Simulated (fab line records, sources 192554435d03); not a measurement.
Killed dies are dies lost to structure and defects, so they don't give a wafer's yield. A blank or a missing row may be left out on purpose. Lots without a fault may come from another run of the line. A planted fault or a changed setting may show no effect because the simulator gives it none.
A struck lot beside a sound one | flow n5_finfet | 38 steps out of a route of 1938
Sound: wafers L435.2, L435.4, L435.6. Struck: wafer L450.4. (L450.1, L450.5 of the same lot were not struck and are left out.) The cause comes at the end.
At each step with rows: each side's tool, then ch and its chambers, then its first start. Under that, the readings that differ: sound wafers | struck wafers | difference of the means | sigmas: that difference in standard deviations of wafers without a fault.
alike: readings whose means differ by less than 2 such deviations, and words and numbers that are the same on both sides. not compared: withheld readings, readings that some wafer has no value for, bounds like >300 that may hide the same value, and numbers for which the record gives no deviation and whose values overlap.
The two part at a step that has a row with sigmas, a row that says differs or no value, or rows on one side only. Numbers that don't overlap but have no deviation are shown without sigmas and don't part them. A reading that every wafer of one side lacks parts them only if that side has two wafers or more.

first, 9 steps without rows for these wafers: N5_BEOL_M4_COAT_76 (time 60 s, resist thk 5 nm); N5_BEOL_M4_COAT_22 (resist thk 30 nm); N5_BEOL_M4_EBR_24; N5_BEOL_M4_SOFTBAKE_23 (time 60 s); N5_BEOL_M4_EXPOSE_25 (exposes mask V3, defocus 5 nm); N5_BEOL_M4_PEB_26 (peb time 60 s); N5_BEOL_M4_DEVELOP_27 (develop time 30 s); N5_BEOL_M4_DESCUM_33 (chemistry O2, time 7 s); N5_BEOL_M4_ETCH_77 (etches underlayer in N2/H2, target depth 6.5 nm, time 5.2 s).
N5_BEOL_M4_ETCH_69: etches SiARC in CF4, target depth 15.6 nm, time 26 s.
  sound on rie_diel-03 ch 0,3, day 9 08:47; struck on rie_diel-01 ch 3, day 13 05:02
  reading      | sound             | struck | difference | sigmas
  rf_vpp_V (V) | 184.3 184.3 183.8 | 181.6  | -2.5       | -2
  alike: chamber_pressure_mTorr, drypump_motor_current_A, etch_rf_on_time_s, oes_product_au, showerhead_plenum_p_Torr, throttle_valve_pct
  not compared: rf_hours_counter_h
then, 27 steps without rows for these wafers: N5_BEOL_M4_ALD_98 (deposits SiO2, target thk 2.5 nm, pulse time 1 s, co reactant pulse time 1 s); N5_BEOL_M4_ETCHBACK_99 (etches SiO2 in CHF3, target depth 5 nm, time 10.4 s); N5_BEOL_M4_ETCH_70 (etches SOC in N2/H2, target depth 80 nm, overetch 24 nm, time 130 s); N5_BEOL_M4_STRIP_71 (strips in N2/H2); N5_BEOL_M4_STRIP_78 (strips in N2/H2); N5_BEOL_M4_VIA_ETCH_34 (etches the open film in C4F6/O2, target depth 69.4 nm, time 65.9 s); N5_BEOL_M4_STRIP_83 (strips in C4F6/O2); N5_BEOL_M4_STRIP_36 (strips in N2/H2); N5_BEOL_M4_TRENCH_ETCH_37 (etches SiOC in C4F6/O2, target depth 55.555 nm, time 29.2 s); N5_BEOL_M4_ETCH_41 (etches SiCN in CH3F/O2, target depth 29.9 nm, time 52.5 s); N5_BEOL_M4_STRIP_97 (strips in N2/H2, time 10 s); N5_BEOL_M4_HM_STRIP_39 (strips TiN in peroxide tin strip, target depth 25 nm, time 158 s); N5_BEOL_M4_SRD_40 (time 30 s); N5_BEOL_M4_PRECLEAN_42 (cleans in residue remover, time 60 s); N5_BEOL_M4_SRD_43 (time 30 s); N5_BEOL_M4_DEGAS_44 (time 60 s); N5_BEOL_M4_PRE_CLEAN_45 (time 30 s); N5_BEOL_M4_ALD_84 (deposits TaN, pulse time 2 s, purge time 3 s, co reactant purge time 2 s); N5_BEOL_M4_SURFACE_TREAT_85; N5_BEOL_M4_CVD_47 (deposits Co from CCTBA/H2, target thk 3 nm, time 223.8 s); N5_BEOL_M4_SPUTTER_48 (material Cu, target thk 4.5 nm, time 8.29 s); N5_BEOL_M4_ANNEAL_49 (time 240 s); N5_BEOL_M4_SPUTTER_79 (material Cu, target thk 4.5 nm, time 8.29 s); N5_BEOL_M4_ANNEAL_80 (time 240 s); N5_BEOL_M4_SPUTTER_81 (material Cu, target thk 4.5 nm, time 8.29 s); N5_BEOL_M4_ANNEAL_82 (time 240 s); N5_BEOL_M4_SPUTTER_86 (material Cu, target thk 4.5 nm, time 8.29 s).
-- the record jumps here: 6 days lie between the struck wafers' starts before and after (it left off in module BEOL_M4 and takes up again in module PASSIVATION, whose first step shown is number 1936 of the route) --
N5_PASSIVATION_PROBE_49:
  sound on prober-02, day 14 08:10; struck on prober-01, day 19 00:43
  reading                  | sound          | struck | difference | sigmas
  defect_limited_yield (%) | 89.3 89.0 89.2 | 85.8   | -3.4       | -2
  killed_at_M0_to_M3       | 42 42 49       | 24     | -20        | -2
  killed_at_M4_up          | 17 26 10       | 94     | +76        | +14
  killed_dies              | 126 130 127    | 168    | +40        | +2
  killed_open              | 80 88 83       | 55     | -29        | -2
  sort_bin_5_function (%)  | 6.5 7.3 5.7    | 8.7    | +2.2       | +2
  sort_n_pass              | 1054 1050 1053 | 1012   | -40        | -2
  sort_yield_pct (%)       | 89.3 89.0 89.2 | 85.8   | -3.4       | -2
  alike: killed_at_contacts, killed_at_front_end, killed_at_other, killed_short, sort_bin_6_memory

WHERE THEY PART
First at N5_BEOL_M4_ETCH_69; last, within this record, at N5_PASSIVATION_PROBE_49.

WHY: what the simulator had put in
Chamber particle source: rie_diel-01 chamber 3, from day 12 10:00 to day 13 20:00, at N5_BEOL_M4_ETCH_69. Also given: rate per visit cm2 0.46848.
